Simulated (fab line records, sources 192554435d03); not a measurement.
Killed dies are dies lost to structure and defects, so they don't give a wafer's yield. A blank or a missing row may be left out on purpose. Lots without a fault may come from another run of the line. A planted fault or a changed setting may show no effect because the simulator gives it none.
fab line records | flow n5_finfet
record lots=9 wafers=27 last_day=19
route steps=1938 shown BEOL_M0_SAQP@698 BEOL_M0_CUTY@713 BEOL_M0@721 BEOL_M4@1111 PASSIVATION@1936
lots that met no fault: from a run of the same line without faults
start_h: hours from the record's first day to the start of the lot's first wafer shown | wait_h: hours since the lot's step before | " the same as in the row above | L1.1+2: a row that stands for several wafers | - no value, or no start given | * or withheld: withheld | < > ~ a bound
route shown NAME@n: a module of which the file shows steps, and the number in the route of the first | usual: mean/standard deviation of fault-free wafers | same: alike in all rows | chamber/n: place in a boat | sites: the reading at each site | _std_site: their standard deviation | _edge_site: outer sites' mean less inner sites' | radius_mm: how far each site lies from the wafer's centre | mask NAME#n: copy n | behind: the tool/chamber that last shaped the wafer | hold: why the lot was held/for how many hours/how that ended | device: the transistor (n, p or np) that didn't switch | end of line: the same wafers' tests at the end of the route | a step without rows: its recipe alone | killed: dies lost to structure and defects at the first sort, not the wafer's yield | map: a wafer's dies, x killed, . not, _ none there
set.NAME: the setting as run; set.NAME@STEP: as run at that earlier step | model.NAME: the simulator's own value behind a step, which no gauge read
steps of the route over a sample of lots; a table a step, a row a wafer
services: from which hour (start_h, from the record's first day; less than 0 if before it) a tool's chamber was out of use, for how many hours, and why
## steps
# step N5_BEOL_M0_SAQP_ALD_48
# recipe material=SiO2 target_thk_a=200 temp_c=100 ald_precursor_family=BDEAS ald_co_reactant=O2-plasma pulse_time_s=1 co_reactant_pulse_time_s=1 purge_time_s=2 co_reactant_purge_time_s=2 ald_cycles=139 pressure_torr=2
# usual heater_power_w=77/4.8 precursor_pulse_height_rel=0.999/0.024
# same co_reactant_pulse_time_s=1 purge_time_s=2
# columns lot.wafer tool chamber start_h wait_h heater_power_w precursor_pulse_height_rel
L398.2 ald_sin-01 0 136.28 0.1 79 0.970
L398.3 " 3 " " 69 0.993
L398.5 " 1 " " 68 1.022
L399.3 ald_sin-01 1 137.39 0.7 67 0.981
L399.4 " 0 " " 79 1.000
L399.6 " 1 " " 68 1.009
L401.3 ald_sin-02 0 152.42 0.0 79 1.041
L401.4 " 3 " " 86 0.988
L401.5 " 2 " " 74 1.050
L403.1 ald_sin-02 1 170.02 1.0 81 1.000
L403.2 " 0 " " 77 1.005
L403.4 " 2 " " 74 1.012
L410.2 ald_sin-03 2 203.80 0.0 83 0.983
L410.4 " 3 " " 77 1.003
L410.5 " 3 " " 77 0.993
L411.1 ald_sin-01 2 207.01 0.0 77 1.036
L411.2 " 1 " " 72 1.022
L411.4 " 0 " " 81 1.024
L416.3 ald_sin-03 1 240.50 0.1 74 1.025
L416.4 " 3 " " 76 0.969
L416.5 " 0 " " 70 1.006
L417.2 ald_sin-02 2 246.20 0.0 73 1.020
L417.3 " 0 " " 79 0.973
L417.5 " 0 " " 80 0.993
L418.2 ald_sin-01 3 247.15 0.0 70 0.987
L418.4 " 2 " " 78 1.034
L418.6 " 1 " " 72 1.002
# step N5_BEOL_M0_CUTY_ETCH_63
# recipe chemistry=N2/H2 target=SOC target_depth_a=827 overetch_a=165 mask_material=SiARC temp_c=40 ion_energy_ev=200 time_s=124 pressure_mtorr=30 source_w=840 bias_w=150 n2_flow_sccm=200 h2_flow_sccm=200
# usual bias_w=150.0/0.44 chamber_pressure_mTorr=29.999/0.027 drypump_motor_current_A=5.47/0.29 oes_product_au=0.65/0.079 rf_vpp_V=524.1/2.8 showerhead_plenum_p_Torr=2.55/0.098 throttle_valve_pct=17.75/0.22
# columns lot.wafer tool chamber start_h wait_h bias_w chamber_pressure_mTorr drypump_motor_current_A oes_product_au rf_hours_counter_h rf_vpp_V showerhead_plenum_p_Torr throttle_valve_pct
L398.2 rie_diel-03 2 137.34 0.0 149.7 29.982 4.93 0.79 5 528.2 2.72 17.77
L398.3 " 3 " " 150.0 29.960 5.43 0.70 40 527.4 2.59 17.76
L398.5 " 2 " " 150.3 30.033 4.95 0.79 - 529.8 2.72 17.78
L399.3 rie_diel-01 1 138.58 0.0 149.9 29.997 5.64 0.58 203 521.3 2.41 17.71
L399.4 " 2 " " 149.9 29.994 5.77 0.62 - 520.7 2.42 17.85
L399.6 " 1 " " 150.4 30.076 5.63 0.58 - 518.8 2.41 17.71
L401.3 rie_diel-03 0 153.75 0.0 150.0 29.991 5.82 0.79 1 524.5 2.61 17.27
L401.4 " 3 " " 150.0 29.969 5.45 0.70 44 525.6 2.59 17.77
L401.5 " 1 " " 150.2 30.028 5.83 0.56 - 525.5 2.62 18.10
L403.1 rie_diel-01 1 171.21 0.0 150.1 30.011 5.61 0.57 215 520.8 2.40 17.72
L403.2 " 3 " " 149.5 29.971 5.25 0.72 27 522.9 2.48 17.46
L403.4 " 0 " " 150.2 29.982 5.35 0.60 198 526.4 2.63 17.89
L410.2 rie_diel-01 1 205.03 0.0 149.7 29.988 5.65 0.56 227 519.8 2.40 17.74
L410.4 " 0 " " 149.8 29.994 5.33 0.59 - 526.2 2.62 17.91
L410.5 " 1 " " 150.0 30.007 5.63 0.56 - 519.0 2.40 17.75
L411.1 rie_diel-03 2 208.35 0.0 150.1 29.966 4.93 0.75 26 528.3 2.71 17.83
L411.2 " 0 " " 149.8 29.946 5.82 0.74 20 524.7 2.60 17.32
L411.4 " 3 " " 149.3 29.960 5.43 0.68 62 526.0 2.58 17.81
L416.3 rie_diel-03 1 241.70 0.0 150.6 29.996 5.84 0.80 2 525.0 2.61 17.73
L416.4 " 3 " " 149.8 29.983 5.44 0.67 77 525.1 2.57 17.82
L416.5 " 3 " " 149.7 30.022 5.44 0.67 - 525.6 2.57 17.84
L417.2 rie_diel-03 3 247.39 0.0 150.3 30.043 5.43 0.67 79 524.8 2.57 17.83
L417.3 " 0 " " 149.1 30.047 5.82 0.72 36 524.0 2.60 17.34
L417.5 " 2 " " 149.6 30.040 4.95 0.72 - 527.7 2.70 17.86
L418.2 rie_diel-01 3 248.37 0.0 150.1 30.016 5.24 0.69 59 523.1 2.47 17.50
L418.4 " 0 " " 149.3 29.970 5.35 0.58 - 527.3 2.61 17.96
L418.6 " 1 " " 149.8 30.013 5.63 0.56 - 519.1 2.39 17.81
# step N5_BEOL_M0_TRENCH_ETCH_107
# recipe chemistry=C4F6/O2 target_depth_a=328 target=SiOC time_s=16.4 ion_energy_ev=250 pressure_mtorr=30 source_w=355 bias_w=185 Ar_flow_sccm=300 C4F6_flow_sccm=10 O2_flow_sccm=10
# usual C4F6_flow_sccm=10.00/0.031 O2_flow_sccm=9.99/0.03 drypump_motor_current_A=5.50/0.29 mfc_ar_sccm=299.9/0.87 oes_product_au=0.78/0.1 rf_vpp_V=658/9.4 showerhead_plenum_p_Torr=2.83/0.094 throttle_valve_pct=20.75/0.22
# columns lot.wafer tool chamber start_h wait_h C4F6_flow_sccm O2_flow_sccm drypump_motor_current_A mfc_ar_sccm oes_product_au rf_hours_counter_h rf_vpp_V showerhead_plenum_p_Torr throttle_valve_pct
L398.2 rie_diel-01 1 138.93 0.0 9.98 10.02 5.64 300.4 0.70 203 674 2.70 20.76
L398.3 " 3 " " 9.95 10.01 5.22 299.8 0.92 14 647 2.77 20.51
L398.5 " 1 " " 9.98 10.00 5.63 301.0 0.69 - 674 2.71 20.74
L399.3 rie_diel-01 3 139.66 0.0 10.06 9.97 5.25 300.1 0.91 15 646 2.77 20.51
L399.4 " 0 " " 9.95 9.98 5.35 300.2 0.71 186 665 2.94 20.79
L399.6 " 2 " " 9.98 10.02 5.78 299.4 0.72 - 660 2.72 20.97
L401.3 rie_diel-04 3 156.75 0.0 9.99 9.97 5.24 300.3 0.75 164 662 2.82 20.70
L401.4 " 0 " " 10.03 9.94 5.51 300.5 0.72 208 650 2.83 20.81
L401.5 " 1 " " 10.01 10.01 5.90 299.2 0.72 - 665 2.73 20.90
L403.1 rie_diel-03 2 173.38 0.0 9.94 9.98 4.94 299.1 0.95 16 650 3.04 20.96
L403.2 " 0 " " 10.00 9.99 5.83 300.9 0.95 8 664 2.91 20.27
L403.4 " 1 " " 9.97 9.98 5.83 299.5 0.68 235 656 2.95 21.23
L410.2 rie_diel-01 3 207.97 0.0 - - - - - - - - -
L410.4 " 1 " " - - - - - - - - -
L410.5 " 0 " " - - - - - - - - -
L411.1 rie_diel-04 0 210.28 0.0 - - - - - - - - -
L411.2 " 2 " " - - - - - - - - -
L411.4 " 3 " " - - - - - - - - -
L416.3 rie_diel-04 2 248.01 0.0 10.05 10.00 5.41 299.9 0.92 23 659 2.78 20.38
L416.4 " 3 " " 10.03 9.95 5.22 300.2 0.71 200 663 2.81 20.75
L416.5 " 2 " " 10.03 10.01 5.40 299.0 0.92 - 662 2.78 20.35
L417.2 rie_diel-03 3 248.92 0.0 10.00 10.04 5.43 299.4 0.82 79 635 2.85 20.76
L417.3 " 2 " " 9.98 9.99 4.91 301.0 0.89 43 650 3.03 20.98
L417.5 " 2 " " 9.98 10.00 4.94 299.5 0.89 - 649 3.03 20.99
L418.2 rie_diel-03 1 249.18 0.0 10.01 10.01 5.84 299.3 0.98 4 656 2.94 20.94
L418.4 " 0 " " 9.98 9.98 5.81 301.1 0.88 37 664 2.90 20.32
L418.6 " 3 " " 10.00 9.97 5.43 300.5 0.83 - 633 2.85 20.77
# step N5_BEOL_M0_OCD_MEAS_108
# usual trench_depth_nm=32.8/0.82
# columns lot.wafer tool chamber start_h wait_h trench_depth_nm
L398.2 ocd-01 - 139.04 0.1 32.2
L398.3 " - " " 33.4
L398.5 " - " " 31.7
L399.3 ocd-01 - 139.76 0.1 32.3
L399.4 " - " " 31.2
L399.6 " - " " 31.0
L401.3 ocd-02 - 156.86 0.1 33.0
L401.4 " - " " 31.8
L401.5 " - " " 32.9
L403.1 ocd-02 - 173.49 0.1 34.0
L403.2 " - " " 33.7
L403.4 " - " " 32.2
L410.2 ocd-01 - 208.08 0.1 0.3
L410.4 " - " " 0
L410.5 " - " " 0
L411.1 ocd-01 - 210.38 0.1 0
L411.2 " - " " 0
L411.4 " - " " 0
L416.3 ocd-02 - 248.12 0.1 33.2
L416.4 " - " " 31.9
L416.5 " - " " 33.1
L417.2 ocd-01 - 249.02 0.1 33.4
L417.3 " - " " 34.2
L417.5 " - " " 33.9
L418.2 ocd-02 - 249.29 0.1 33.8
L418.4 " - " " 32.9
L418.6 " - " " 33.4
# step N5_BEOL_M0_PRE_CLEAN_113
# recipe gas=H2/He time_s=30 temp_c=250
# usual heater_power_w=341/23
# columns lot.wafer tool chamber start_h wait_h heater_power_w
L398.2 pvd_sputter-03 - 139.75 0.0 336
L398.3 " - " " 325
L398.5 " - " " 333
L399.3 pvd_sputter-03 - 141.12 0.0 347
L399.4 " - " " 343
L399.6 " - " " 335
L401.3 pvd_sputter-01 - 159.13 0.0 361
L401.4 " - " " 345
L401.5 " - " " 314
L403.1 pvd_sputter-03 - 175.83 0.0 325
L403.2 " - " " 335
L403.4 " - " " 343
L410.2 pvd_sputter-03 - 208.98 0.0 359
L410.4 " - " " 322
L410.5 " - " " 357
L411.1 pvd_sputter-01 - 211.36 0.0 320
L411.2 " - " " 346
L411.4 " - " " 341
L416.3 pvd_sputter-01 - 249.05 0.0 349
L416.4 " - " " 323
L416.5 " - " " 314
L417.2 pvd_sputter-03 - 249.34 0.0 361
L417.3 " - " " 323
L417.5 " - " " 345
L418.2 pvd_sputter-01 - 249.85 0.0 313
L418.4 " - " " 339
L418.6 " - " " 342
# step N5_BEOL_M4_RC_MEAS_101
# usual DIBL_N=36.8/1.9 DIBL_P=36.5/2.1 IOFF_N=0.17/0.038 IOFF_P=0.22/0.039 ION_N=675/12 ION_P=463/7.4 SS_N=71.6/0.71 SS_P=73.4/0.72 VT_N=249/3.3 VT_P=-250/3.3
# columns lot.wafer tool chamber start_h wait_h DIBL_N[mV/V] DIBL_P[mV/V] IOFF_N[nA/um] IOFF_P[nA/um] ION_N[uA/um] ION_P[uA/um] SS_N[mV/dec] SS_P[mV/dec] VT_N[mV] VT_P[mV]
L398.2 prober-01 0 195.36 0.2 34.4 35.3 0.14 0.19 671 453 70.9 73.0 250 -252
L398.3 " 0 " " 33.6 34.6 0.13 0.18 657 455 71.0 72.9 252 -251
L398.5 " 0 " " 34.9 35.1 0.15 0.19 670 455 70.8 73.9 253 -251
L399.3 prober-01 0 197.22 0.3 34.9 33.1 0.12 0.15 653 449 71.0 72.1 254 -257
L399.4 " 0 " " 35.7 34.4 0.13 0.16 665 455 71.1 72.6 255 -255
L399.6 " 0 " " 32.1 30.7 0.10 0.13 645 447 70.5 72.0 255 -255
L403.1 prober-02 0 235.10 0.0 39.0 39.6 0.23 0.31 690 478 72.3 73.2 242 -245
L403.2 " 0 " " 38.3 36.4 0.20 0.22 682 459 71.7 72.7 248 -250
L403.4 " 0 " " 37.9 38.0 0.19 0.25 688 473 71.8 73.6 246 -247
L401.3 prober-02 0 237.44 0.3 33.6 33.0 0.12 0.16 654 458 70.5 72.4 253 -254
L401.4 " 0 " " 36.5 35.9 0.16 0.20 667 456 71.6 73.9 250 -252
L401.5 " 0 " " 37.0 37.0 0.17 0.21 657 452 71.3 74.4 249 -250
L418.2 prober-01 0 333.07 0.2 36.3 35.6 0.14 0.21 661 463 71.8 72.3 252 -248
L418.4 " 0 " " 36.0 34.3 0.12 0.19 661 462 70.5 72.2 254 -251
L418.6 " 0 " " 35.1 33.1 0.12 0.18 654 457 70.5 72.3 254 -250
L417.2 prober-02 0 337.79 0.2 38.5 38.1 0.20 0.25 698 472 72.2 73.8 244 -247
L417.3 " 0 " " 41.7 40.6 0.28 0.31 685 470 72.6 74.5 242 -245
L417.5 " 0 " " 36.9 34.9 0.16 0.20 680 465 71.7 73.5 250 -251
L416.3 prober-01 0 338.31 0.3 36.0 36.2 0.15 0.20 674 460 71.2 72.9 249 -252
L416.4 " 0 " " 39.1 39.6 0.19 0.25 679 459 72.2 74.1 246 -249
L416.5 " 0 " " 37.1 37.7 0.17 0.24 675 464 72.1 73.0 249 -252
# step N5_PASSIVATION_PROBE_49
# usual defect_limited_yield=91.3/1.4 killed_at_M0_to_M3=33/11 killed_at_M4_up=15/6.2 killed_at_contacts=13/6.5 killed_at_front_end=38/11 killed_at_other=3.4/2.6 killed_dies=102/17 killed_on_rim=13/4.1 killed_open=67/12 killed_short=34/7.9 sort_bin_5_function=5.1/0.88 sort_bin_6_memory=3.3/0.65 sort_n_pass=1078/17 sort_yield_pct=91.3/1.4
# same gross_dies=1180 killed_at_back_side=0 sort_bin_4_leakage[%]=0 sort_bin_8_speed[%]=0
# columns lot.wafer tool chamber start_h wait_h defect_limited_yield[%] killed_at_M0_to_M3 killed_at_M4_up killed_at_contacts killed_at_front_end killed_at_other killed_dies killed_on_rim killed_open killed_short sort_bin_5_function[%] sort_bin_6_memory[%] sort_n_pass sort_yield_pct[%]
L398.2 prober-02 - 295.00 0.1 88.9 49 14 20 45 3 131 16 90 41 7.1 3.5 1049 88.9
L398.3 prober-02 - 295.05 0.1 89.1 43 23 15 43 5 129 14 85 43 6.4 4.2 1051 89.1
L398.5 prober-02 - 295.15 0.2 90.2 44 21 20 29 2 116 11 75 39 5.4 4.2 1064 90.2
L411.1 prober-01 - 369.30 0.0 0 1119 17 3 41 0 1180 152 45 34 97.1 2.7 0 0
L411.2 prober-01 - 369.35 0.1 0 1110 10 9 48 3 1180 152 65 37 96.9 2.7 0 0
L411.4 prober-01 - 369.45 0.2 0 1087 16 11 63 3 1180 152 74 42 95.4 4.0 0 0
L410.2 prober-01 - 394.05 0.1 0 1083 28 20 45 4 1180 152 86 30 96.1 3.6 0 0
L410.4 prober-01 - 394.15 0.2 0 1114 9 18 34 5 1180 152 54 40 96.8 2.7 0 0
L410.5 prober-01 - 394.20 0.2 0 1099 11 20 48 2 1180 152 67 33 96.5 3.5 0 0
# killed by level:class
L398.2 MOL_CONTACT_COAG:geometric_particle:open=14 STI_FIN_REVEAL:geometric_particle:open=13 BEOL_M0_SAQP:geometric_particle:open=11 BEOL_M0_SAQP:geometric_particle:short=11 BEOL_M1:geometric_particle:open=9 BEOL_M2:geometric_particle:open=9 BEOL_M0:geometric_particle:open=6 BEOL_M4:geometric_particle:open=6
L398.3 FIN_SAQP:geometric_particle:short=11 MOL_CONTACT_COAG:geometric_particle:open=11 FIN_SAQP:geometric_particle:open=10 BEOL_M0_SAQP:geometric_particle:open=10 BEOL_M4:geometric_particle:open=9 BEOL_M0_SAQP:geometric_particle:short=9 BEOL_M1:geometric_particle:open=8 STI_FIN_REVEAL:geometric_particle:open=6
L398.5 MOL_CONTACT_COAG:geometric_particle:open=15 BEOL_M0_SAQP:geometric_particle:open=15 BEOL_M0_SAQP:geometric_particle:short=14 BEOL_M4:geometric_particle:open=8 FIN_SAQP:geometric_particle:short=7 BEOL_M3:geometric_particle:open=6 MOL_CONTACT_COAG:geometric_particle:short=5 DUMMY_GATE:geometric_particle:open=4
L411.1 BEOL_M0:area_etch=1098 FIN_SAQP:geometric_particle:short=6 BEOL_M3:geometric_particle:open=6 STI_FIN_REVEAL:geometric_particle:open=5 FIN_SAQP:geometric_particle:open=4 STI_FIN_REVEAL:geometric_particle:short=4 ILD0:geometric_particle:short=4 BEOL_M0_SAQP:geometric_particle:short=4
L411.2 BEOL_M0:area_etch=1076 STI_FIN_REVEAL:geometric_particle:open=14 BEOL_M0_SAQP:geometric_particle:open=11 BEOL_M0_SAQP:geometric_particle:short=9 MOL_CONTACT_COAG:geometric_particle:open=8 GATE_CUT:geometric_particle:short=6 GATE_CUT:geometric_particle:open=5 FIN_SAQP:geometric_particle:short=4
L411.4 BEOL_M0:area_etch=1064 FIN_SAQP:geometric_particle:open=11 FIN_SAQP:geometric_particle:short=10 GATE_CUT:geometric_particle:short=10 BEOL_M3:geometric_particle:open=9 MOL_CONTACT_COAG:geometric_particle:open=9 DUMMY_GATE:geometric_particle:open=8 BEOL_M4:geometric_particle:open=7
L410.2 BEOL_M0:area_etch=1063 MOL_CONTACT_COAG:geometric_particle:open=20 STI_FIN_REVEAL:geometric_particle:open=18 FIN_SAQP:geometric_particle:short=13 BEOL_M2:geometric_particle:open=11 BEOL_M5:geometric_particle:open=7 BEOL_M4:geometric_particle:open=6 BEOL_M5:geometric_particle:short=5
L410.4 BEOL_M0:area_etch=1085 MOL_CONTACT_COAG:geometric_particle:open=13 BEOL_M0_SAQP:geometric_particle:short=8 FIN_SAQP:geometric_particle:short=7 FIN_SAQP:geometric_particle:open=6 DUMMY_GATE:geometric_particle:open=5 DUMMY_GATE:geometric_particle:short=5 MOL_CONTACT_COAG:geometric_particle:short=5
L410.5 BEOL_M0:area_etch=1079 FIN_SAQP:geometric_particle:short=12 MOL_CONTACT_COAG:geometric_particle:open=11 STI_FIN_REVEAL:geometric_particle:open=10 FIN_SAQP:geometric_particle:open=9 MOL_CONTACT_COAG:geometric_particle:short=9 DUMMY_GATE:geometric_particle:open=7 BEOL_M2:geometric_particle:open=6
## services
# columns tool chamber start_h hours kind
pvd_sputter-03 - 120.94 3.7 repair
ald_sin-01 - 121.04 14.6 pm
pvd_sputter-01 - 121.58 6.0 repair
rie_diel-03 0 125.80 - clean
rie_diel-03 0 125.80 - consumable_replace:focus_ring
rie_diel-03 0 125.80 22.3 scheduled_down
rie_diel-03 0 125.80 22.3 vent_cycle
rie_diel-01 0 130.07 9.3 repair
rie_diel-01 - 130.59 0.9 repair
pvd_sputter-01 - 130.92 7.7 repair
rie_diel-03 - 149.57 2.8 pm
ald_sin-02 3 159.26 1.7 repair
rie_diel-04 0 165.31 3.0 repair
ald_sin-01 - 177.59 14.0 pm
ald_sin-01 0 177.59 14.0 vent_cycle
ald_sin-01 1 177.59 14.0 vent_cycle
ald_sin-03 - 197.62 0.7 repair
rie_diel-03 1 218.97 - clean
rie_diel-03 1 218.97 - consumable_replace:focus_ring
rie_diel-03 1 218.97 17.2 scheduled_down
rie_diel-03 1 218.97 17.2 vent_cycle
rie_diel-04 1 232.60 8.5 repair
rie_diel-01 3 236.72 4.0 repair
ald_sin-02 - 238.32 6.0 pm
## key
first_sign step=N5_BEOL_M0_TRENCH_ETCH_107 reading=tool_record direction=missing
effect step=N5_BEOL_M0_OCD_MEAS_108 reading=trench_depth_nm direction=down sigmas=40 usual=32.8 struck=0.0
effect step=N5_PASSIVATION_PROBE_49 reading=sort_bin_5_function direction=up sigmas=99+ usual=5.1 struck=96.5
more_kills_born_at N5_BEOL_M0_TRENCH_ETCH_107@rie_diel-04=3238 N5_BEOL_M0_TRENCH_ETCH_107@rie_diel-01=3227
met_at N5_BEOL_M0_TRENCH_ETCH_107
struck_lots L410,L411
later_rows_left_out L410.2,L410.4,L410.5,L411.1,L411.2,L411.4
not_acting_at N5_BEOL_M0_SAQP_ALD_48,N5_BEOL_M0_CUTY_ETCH_63,N5_BEOL_M0_PRE_CLEAN_113
onset_between 156.75 207.97
fault kind=skipped_step_whole tool=rie_diel-01,rie_diel-04 chamber=- onset_h=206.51 steps=N5_BEOL_M0_TRENCH_ETCH_107 scope=struck_lots_only
# later_rows_left_out: the simulator's readings of these wafers behind a module that went badly wrong aren't trusted and aren't shown, but for the sort
